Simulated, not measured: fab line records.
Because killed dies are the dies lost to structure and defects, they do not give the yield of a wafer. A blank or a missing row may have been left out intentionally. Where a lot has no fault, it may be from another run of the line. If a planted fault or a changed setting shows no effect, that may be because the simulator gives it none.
Struck lot and sound lot, side by side | flow n5 finfet | 30 out of 1938 route steps
Sound: the wafers L524.3, L524.4, L524.5. Wafers L529.3, L529.5, L529.6 were the ones struck. The cause is named last.
At each step with rows: each side's tool, then ch and its chambers, then its first start. Under that, the readings that differ: sound wafers | struck wafers | difference of the means | sigmas: that difference in standard deviations of wafers without a fault.
alike: same words and numbers on both sides, and readings whose means sit less than 2 such deviations apart. not compared: any withheld reading, any reading some wafer has no value for, any bound like >300 that may hide the same value, and any number with overlapping values for which the record gives no deviation.
Wherever a step has rows on one side only, a row that says differs or no value, or a row with sigmas, the two part there. When numbers do not overlap yet have no deviation, they are printed without sigmas and do not part them. A reading that every wafer of one side lacks parts them only if that side has two wafers or more.

first, 9 steps without rows for these wafers: N5_BEOL_M1_COAT_62 (time 60 s, resist thk 12 nm); N5_BEOL_M1_COAT_73 (time 60 s, resist thk 5 nm); N5_BEOL_M1_COAT_05 (resist thk 30 nm); N5_BEOL_M1_EBR_07; N5_BEOL_M1_SOFTBAKE_06 (time 60 s); N5_BEOL_M1_EXPOSE_08 (exposes mask M1); N5_BEOL_M1_PEB_09 (peb time 60 s); N5_BEOL_M1_DEVELOP_10 (develop time 30 s); N5_BEOL_M1_DESCUM_16 (chemistry O2, time 7 s).
N5_BEOL_M1_ETCH_74: etches underlayer in N2/H2, target depth 6.5 nm, time 5.2 s.
  sound on rie diel-05 ch 1,3, day 9 07:43; struck on rie diel-05 ch 1,2,3, day 10 03:03
  alike: drypump motor current A, etch rf on time s, oes product au, rf vpp V, showerhead plenum p Torr, throttle valve pct
  not compared: rf hours counter h
then, 16 steps without rows for these wafers: N5_BEOL_M1_ETCH_63 (etches SiARC in CF4, target depth 15.6 nm, time 26 s); N5_BEOL_M1_ETCH_64 (etches SOC in N2/H2, target depth 75 nm, overetch 15 nm, time 112.5 s); N5_BEOL_M1_STRIP_65 (strips in N2/H2); N5_BEOL_M1_STRIP_75 (strips in N2/H2); N5_BEOL_M1_STRIP_66 (strips in CF4); N5_BEOL_M1_HM_OPEN_17 (chemistry Cl2/BCl3, target TiN, target depth 20 nm, overetch 6 nm); N5_BEOL_M1_STRIP_19 (strips in O2); N5_BEOL_M1_COAT_67 (time 60 s, resist thk 60 nm); N5_BEOL_M1_COAT_68 (time 60 s, resist thk 12 nm); N5_BEOL_M1_COAT_76 (time 60 s, resist thk 5 nm); N5_BEOL_M1_COAT_22 (resist thk 30 nm); N5_BEOL_M1_EBR_24; N5_BEOL_M1_SOFTBAKE_23 (time 60 s); N5_BEOL_M1_EXPOSE_25 (exposes mask V0, defocus 5 nm, target cd 24 nm); N5_BEOL_M1_PEB_26 (peb time 60 s); N5_BEOL_M1_DEVELOP_27 (develop time 30 s).
N5_BEOL_M1_INSPECT_30: inspects for defects (brightfield).
  struck on defect inspect-02, day 10 03:57; sound on defect inspect-02, day 9 08:45
  reading          | sound       | struck         | difference | sigmas
  raw defect count | 469 550 546 | 1612 1539 1544 | +1043      | +11
then, 1 step without rows for these wafers: N5_BEOL_M1_DESCUM_33 (chemistry O2, time 7 s).
-- here the record skips 3 days between the struck wafers' starts before and after, leaving off in module BEOL_M1 and picking up in module BEOL_M4 (first step shown: number 1111 of the route) --
N5_BEOL_M4_RC_MEAS_101:
  sound on prober-01 ch 0, day 11 19:54; struck on prober-02 ch 0, day 13 00:07
  alike: DIBL_N, DIBL_P, IOFF_N, IOFF_P, ION_N, ION_P, SS_N, SS_P, VT_N, VT_P
-- record jumps: 4 days separate the struck wafers' starts on either side; left off in module BEOL_M4, taken up again in module PASSIVATION, whose first shown step is the route's number 1936 --
N5_PASSIVATION_PROBE_49:
  rows exist in the record for the struck wafers here (prober-01, day 17 06:01), but not for the sound ones

## WHERE THEY PART
Last at N5_PASSIVATION_PROBE_49 as far as this record goes, first at N5_BEOL_M1_INSPECT_30.

WHY: the cause the simulator had injected
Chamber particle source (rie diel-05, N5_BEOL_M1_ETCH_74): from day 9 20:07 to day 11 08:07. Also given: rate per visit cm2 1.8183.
